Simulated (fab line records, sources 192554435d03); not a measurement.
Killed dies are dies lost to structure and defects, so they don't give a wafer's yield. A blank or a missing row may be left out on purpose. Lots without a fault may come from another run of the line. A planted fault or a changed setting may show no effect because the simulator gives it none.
Which tool did it? | flow n5_finfet | 12 lots, 36 wafers sampled, at 3 steps of a route of 1938

WHAT THE GAUGES READ, wafer by wafer
N5_MOL_CONTACT_COAG_THK_MEAS_29.
lot  | measured     | on            | MD_CAP_THK (nm)
L075 | day 5 06:59  | film_metro-01 | 17.92 17.90 17.89
L077 | day 5 21:40  | film_metro-02 | 17.68 17.63 17.77
L079 | day 6 08:44  | film_metro-02 | 17.92 17.98 17.96
L081 | day 6 22:10  | film_metro-01 | 17.88 18.08 17.72
L083 | day 7 13:46  | film_metro-02 | 17.91 17.89 17.87
L085 | day 8 00:30  | film_metro-01 | 17.97 18.07 18.00
L087 | day 8 08:26  | film_metro-02 | 17.83 17.93 17.99
L089 | day 8 20:48  | film_metro-02 | 18.12 17.94 17.96
L091 | day 9 08:27  | film_metro-01 | 18.01 18.03 18.16
L093 | day 9 22:16  | film_metro-01 | 17.89 17.95 17.96
L095 | day 10 08:10 | film_metro-02 | 17.78 17.95 17.79
L097 | day 10 19:46 | film_metro-01 | 17.95 17.73 17.98

WHICH TOOL RAN EACH LOT (tool, then ch and the chambers of the sampled wafers, then the start)
lot  | N5_MOL_CONTACT_COAG_STRIP_98      | N5_MOL_CONTACT_COAG_ALD_20
L075 | rie_diel-04 ch 1,2, day 4 23:22   | ald_metal-02 ch 0,1,3, day 5 00:03
L077 | rie_diel-04 ch 0,1,3, day 5 12:52 | ald_metal-04 ch 0,2,3, day 5 13:31
L079 | rie_diel-02 ch 1,2, day 5 23:01   | ald_metal-02 ch 0,1,3, day 6 00:17
L081 | rie_diel-03 ch 0,2, day 6 13:08   | ald_metal-02 ch 1,3, day 6 13:58
L083 | rie_diel-03 ch 1,3, day 7 07:46   | ald_metal-04 ch 1,2,3, day 7 08:28
L085 | rie_diel-03 ch 1,3, day 7 11:16   | ald_metal-03 ch 0,3, day 7 13:56
L087 | rie_diel-04 ch 0,3, day 8 00:53   | ald_metal-04 ch 0,1, day 8 01:35
L089 | rie_diel-02 ch 0,1,3, day 8 10:28 | ald_metal-04 ch 0,1,3, day 8 11:30
L091 | rie_diel-03 ch 0,2,3, day 9 00:59 | ald_metal-03 ch 0,2, day 9 01:41
L093 | rie_diel-03 ch 0,1,3, day 9 12:13 | ald_metal-04 ch 1,2,3, day 9 12:59
L095 | rie_diel-03 ch 0,1, day 10 00:23  | ald_metal-02 ch 0,2,3, day 10 02:01
L097 | rie_diel-04 ch 1,3, day 10 11:14  | ald_metal-02 ch 1,3, day 10 11:59
- N5_MOL_CONTACT_COAG_STRIP_98: strips in N2/H2.
- N5_MOL_CONTACT_COAG_ALD_20: deposits TiN, target thk 1.5 nm, pulse time 1 s, purge time 3 s.

THE ANSWER, worked out from the rows above alone
Rule: what is usual is taken from the lots themselves. Put in order of their means at a reading, lots are off if they are a third of the lots or fewer, leave a main group of 4 or more, and stand apart from it by a gap of 3 or more times the standard deviation of the main group's means; of several such gaps the widest counts. A main group whose means are all the same, to the digits that the tables above print for the reading, isn't used. A lot without any number at a reading at which 4 lots or more have one is off too. The other lots that the step has rows for count as sound.
No lot is off at any reading shown: from this, nothing can be told.

WHAT THE SIMULATOR HAD PUT IN
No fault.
